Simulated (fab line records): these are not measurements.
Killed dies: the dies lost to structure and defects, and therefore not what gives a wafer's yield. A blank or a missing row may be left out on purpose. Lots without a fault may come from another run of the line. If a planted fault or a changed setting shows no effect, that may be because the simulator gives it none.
fab line records | flow n5Finfet | part 2 of 2: steps 18 to 22 of 22
record: lots: 5 wafers: 15 lastDay: 17
route steps=1938 shown BEOL_M2@872
lots that met no fault: taken from a fault-free run of the same line
startH: hours from the record's first day to the start of the lot's first wafer shown | waitH: hours from the lot's prior step to this one | " identical to the entry in the row above | L1.1+2: one row covering several wafers at once | - either no value or no given start | * or withheld: withheld | < > ~ a bound
route shown NAME@n: names a module that has steps shown in the file, with the first one's number in the route | usual: mean/standard deviation taken from wafers without a fault | same: alike in all rows | chamber/n: place in a boat | sites: readings site by site | _std_site: the standard deviation of these | _edge_site: the outer-site mean with the inner-site mean subtracted | radiusMm: how far each site lies from the wafer's centre | mask NAME#n: copy n | behind: the last tool/chamber to shape the wafer | hold: cause of the lot's hold/its duration in hours/its outcome | device: which transistor (n, p or np) failed to switch | end of line: tests of these same wafers at the route's end | where a step has no rows: the recipe by itself | killed: count of dies lost to structure and defects at first sort (not the wafer's yield) | map: dies across one wafer; x = killed, . = not, _ = none there
set.NAME: the setting as run; set.NAME@STEP: as run at that earlier step | model.NAME: the simulator's own value behind a step, which no gauge read
a table for each step, a row for each wafer; lots at some steps of the route
services: the hour from which a tool's chamber was out of use, counted from the record's first day as startH (under 0 if before that day), plus the number of hours and why
== steps ==
step: N5_BEOL_M2_STRIP_36
recipe: chemistry: N2/H2 powerW: 450 tempC: 40 pressureMtorr: 20 rfFrequencyHz: 6e+07 overashFraction: 0.3 biasPowerW: 7 h2Frac: 0.5 n2FlowSccm: 200 h2FlowSccm: 200
usual: drypumpMotorCurrentA: 5.6/0.43 h2FlowSccm: 200.0/0.7 n2FlowSccm: 199.9/0.65 oesProductAu: 0.83/0.086 rfVppV: 59.1/1.4 showerheadPlenumPTorr: 2.56/0.087 tempC: 40.00/0.12 throttleValvePct: 23.7/0.39
same: overashFraction: 0.3
columns lot.wafer tool chamber startH waitH drypumpMotorCurrentA h2FlowSccm n2FlowSccm oesProductAu rfHoursCounterH rfVppV showerheadPlenumPTorr tempC throttleValvePct
L076.1 rieDiel-01 1 152.77 0.0 6.1 200.3 199.8 0.77 107 59.2 2.45 39.91 23.8
L076.2 " 2 " " 5.6 199.7 200.1 0.94 17 59.0 2.70 40.03 23.0
L076.3 " 3 " " 6.2 199.5 200.3 0.82 88 58.1 2.68 39.83 24.2
L077.3 rieDiel-04 3 154.48 0.0 5.4 199.6 199.6 0.82 79 60.0 2.57 40.05 23.8
L077.4 " 0 " " 5.5 199.7 200.9 0.92 25 56.6 2.59 40.06 23.8
L077.5 " 3 " " 5.4 200.9 199.9 0.82 - 61.3 2.57 39.93 23.8
L080.2 rieDiel-02 2 178.24 0.0 5.0 199.2 200.2 0.72 179 58.7 2.42 40.08 24.0
L080.5 " 1 " " 5.3 199.3 199.7 0.91 - 59.4 2.48 40.05 23.1
L080.6 " 0 " " 5.6 199.2 199.7 0.76 - 58.7 2.52 39.96 23.6
L084.3 rieDiel-04 2 192.21 0.0 5.7 199.3 199.2 0.93 23 63.0 2.60 40.03 24.3
L084.5 " 2 " " 5.6 200.2 198.2 0.92 - 57.5 2.60 39.87 24.2
L084.6 " 1 " " 4.7 200.4 200.3 0.69 - 60.0 2.49 40.07 23.6
L095.1 rieDiel-01 1 262.64 0.0 6.1 200.3 200.3 0.74 149 59.8 2.43 40.15 23.9
L095.4 " 2 " " 5.6 200.7 201.0 0.87 59 59.4 2.68 40.10 23.1
L095.5 " 0 " " 5.9 199.3 199.5 0.92 - 59.7 2.58 39.99 23.4
step: N5_BEOL_M2_TRENCH_ETCH_37
recipe: chemistry: C4F6/O2 targetDepthA: 555.55 target: SiOC timeS: 29.2 ionEnergyEv: 250 pressureMtorr: 30 sourceW: 355 biasW: 185 Ar_flow_sccm: 300 C4F6_flow_sccm: 10 O2_flow_sccm: 10
usual: O2_flow_sccm: 9.997/0.03 drypumpMotorCurrentA: 5.6/0.43 oes_ar_750_au: 0.83/0.08 oesProductAu: 0.83/0.085 rfVppV: 668/8.3 showerheadPlenumPTorr: 2.87/0.088 throttleValvePct: 20.93/0.28
columns lot.wafer tool chamber startH waitH O2_flow_sccm drypumpMotorCurrentA oes_ar_750_au oesProductAu rfHoursCounterH rfVppV showerheadPlenumPTorr throttleValvePct
L076.1 rieDiel-01 1 - - 9.988 6.1 0.79 0.78 107 659 2.75 21.09
L076.2 " 2 " " 10.039 5.6 0.94 0.93 17 680 3.01 20.36
L076.3 " 3 " " 10.050 6.2 0.84 0.84 88 673 2.98 21.21
L077.3 rieDiel-04 3 - - 10.004 5.4 0.82 0.83 79 657 2.88 20.94
L077.4 " 0 " " 10.012 5.5 0.92 0.93 25 677 2.91 20.99
L077.5 " 3 " " 9.992 5.4 0.83 0.83 - 658 2.88 20.96
L080.2 rieDiel-02 2 - - 9.967 5.0 0.73 0.72 179 655 2.73 21.24
L080.5 " 1 " " 10.000 5.4 0.92 0.92 - 672 2.79 20.62
L080.6 " 0 " " 10.015 5.6 0.75 0.75 - 659 2.84 21.18
L084.3 rieDiel-04 2 - - 10.005 5.6 0.89 0.91 23 661 2.89 21.02
L084.5 " 2 " " 10.023 5.6 0.89 0.90 - 662 2.89 21.02
L084.6 " 1 " " 9.989 4.7 0.69 0.68 - 667 2.81 21.08
L095.1 rieDiel-01 1 - - 10.007 6.1 0.74 0.75 149 658 2.73 21.15
L095.4 " 2 " " 9.994 5.6 0.86 0.88 59 680 2.99 20.43
L095.5 " 0 " " 9.969 5.9 0.91 0.91 - 668 2.90 20.71
step: N5_BEOL_M2_ETCH_41
recipe: chemistry: CH3F/O2 target: SiCN targetDepthA: 299 taperDeg: 2 timeS: 52.5 ionEnergyEv: 120 maskMaterial: TiN pressureMtorr: 30 sourceW: 395 biasW: 75 Ar_flow_sccm: 150 CH3F_flow_sccm: 30 O2_flow_sccm: 20
usual: O2_flow_sccm: 20.01/0.061 drypumpMotorCurrentA: 5.6/0.43 oesProductAu: 0.83/0.085 rfVppV: 297.6/1.5 showerheadPlenumPTorr: 2.02/0.065 throttleValvePct: 16.37/0.27
columns lot.wafer tool chamber startH waitH O2_flow_sccm drypumpMotorCurrentA oesProductAu rfHoursCounterH rfVppV showerheadPlenumPTorr throttleValvePct
L076.1 rieDiel-01 1 - - 19.87 6.0 0.78 107 295.7 1.93 16.53
L076.2 " 2 " " 19.94 5.6 0.93 17 301.8 2.13 15.84
L076.3 " 3 " " 19.97 6.3 0.83 88 299.5 2.10 16.64
L077.3 rieDiel-04 3 - - 20.02 5.4 0.82 79 297.4 2.03 16.37
L077.4 " 0 " " 20.00 5.5 0.92 25 298.0 2.04 16.37
L077.5 " 3 " " 20.05 5.4 0.83 - 297.9 2.03 16.39
L080.2 rieDiel-02 2 - - 20.03 5.0 0.72 179 296.0 1.91 16.69
L080.5 " 1 " " 20.00 5.4 0.93 - 296.4 1.96 16.04
L080.6 " 0 " " 20.00 5.6 0.74 - 296.3 1.99 16.66
L084.3 rieDiel-04 2 - - 20.05 5.6 0.91 23 296.8 2.03 16.43
L084.5 " 2 " " 20.02 5.6 0.90 - 298.4 2.03 16.42
L084.6 " 1 " " 20.03 4.8 0.68 - 297.9 1.97 16.60
L095.1 rieDiel-01 1 - - 19.99 6.0 0.75 149 295.6 1.92 16.61
L095.4 " 2 " " 20.06 5.6 0.86 59 298.4 2.11 15.93
L095.5 " 0 " " 19.98 5.9 0.91 - 299.4 2.04 16.14
step: N5_BEOL_M2_STRIP_97
recipe: chemistry: N2/H2 timeS: 10 powerW: 450 tempC: 40 pressureMtorr: 20 rfFrequencyHz: 6e+07 biasPowerW: 7 n2FlowSccm: 200 h2FlowSccm: 200
usual: drypumpMotorCurrentA: 5.6/0.43 h2FlowSccm: 200.0/0.61 n2FlowSccm: 200.0/0.62 oesProductAu: 0.83/0.085 rfVppV: 59.2/0.84 showerheadPlenumPTorr: 2.56/0.087 tempC: 39.99/0.11 throttleValvePct: 23.7/0.39
columns lot.wafer tool chamber startH waitH drypumpMotorCurrentA h2FlowSccm n2FlowSccm oesProductAu rfHoursCounterH rfVppV showerheadPlenumPTorr tempC throttleValvePct
L076.1 rieDiel-01 1 - - 6.1 200.1 200.0 0.78 107 59.2 2.45 40.08 23.8
L076.2 " 2 " " 5.6 200.9 200.4 0.93 17 59.8 2.70 40.13 23.0
L076.3 " 3 " " 6.2 199.3 199.7 0.82 88 59.5 2.67 39.84 24.2
L077.3 rieDiel-04 3 - - 5.4 200.1 200.1 0.81 79 59.2 2.57 40.03 23.8
L077.4 " 0 " " 5.5 199.9 200.6 0.92 25 59.2 2.59 40.01 23.8
L077.5 " 3 " " 5.4 199.8 199.3 0.82 - 58.6 2.57 39.97 23.8
L080.2 rieDiel-02 2 - - 5.0 199.5 200.2 0.72 179 59.3 2.42 40.01 24.0
L080.5 " 1 " " 5.4 200.0 200.5 0.92 - 59.8 2.48 40.00 23.1
L080.6 " 0 " " 5.6 199.0 199.7 0.75 - 59.3 2.51 40.11 23.7
L084.3 rieDiel-04 2 - - 5.7 200.6 200.2 0.92 23 57.8 2.60 39.95 24.2
L084.5 " 2 " " 5.7 199.6 200.7 0.92 - 58.8 2.60 40.12 24.2
L084.6 " 1 " " 4.7 199.8 201.3 0.69 - 58.5 2.49 40.04 23.6
L095.1 rieDiel-01 1 - - 6.1 199.9 199.6 0.74 149 58.8 2.43 39.98 23.9
L095.4 " 2 " " 5.6 199.6 199.7 0.86 59 61.3 2.68 40.00 23.1
L095.5 " 0 " " 5.9 199.7 199.4 0.91 - 58.6 2.59 39.97 23.4
step: N5_BEOL_M2_OCD_MEAS_38
usual: trenchDepthNm: 55.9/0.9
columns lot.wafer tool chamber startH waitH trenchDepthNm
L076.1 ocd-02 - 152.96 - 55.9
L076.2 " - " " 55.4
L076.3 " - " " 55.9
L077.3 ocd-01 - 154.68 - 57.4
L077.4 " - " " 57.2
L077.5 " - " " 56.1
L080.2 ocd-01 - 178.44 - 55.4
L080.5 " - " " 55.8
L080.6 " - " " 55.2
L084.3 ocd-01 - 192.40 - 56.0
L084.5 " - " " 56.0
L084.6 " - " " 54.3
L095.1 ocd-01 - 262.83 - 56.3
L095.4 " - " " 56.5
L095.5 " - " " 58.1
== services ==
columns tool chamber startH hours kind
euvScanner-02 - 134.30 1.0 pm
euvScanner-01 0 150.52 - calibration
euvScanner-01 - 153.38 1.0 pm
rieDiel-02 0 180.49 4.4 repair
aldSin-02 - 182.71 14.6 pm
euvScanner-02 - 189.49 0.5 repair
euvScanner-02 - 192.56 1.0 pm
euvScanner-01 - 209.53 1.0 pm
euvScanner-02 0 217.77 - calibration
rieDiel-02 - 220.78 2.3 repair
aldSin-04 - 223.62 0.7 repair
rieDiel-04 1 229.53 - clean
rieDiel-04 1 229.53 - consumableReplace:focusRing
rieDiel-04 1 229.53 26.2 scheduledDown
rieDiel-04 1 229.53 26.2 ventCycle
lithoTrack-05 - 246.46 - consumableReplace:filter
euvScanner-02 - 246.60 1.0 pm
euvScanner-02 - 262.36 4.6 pm
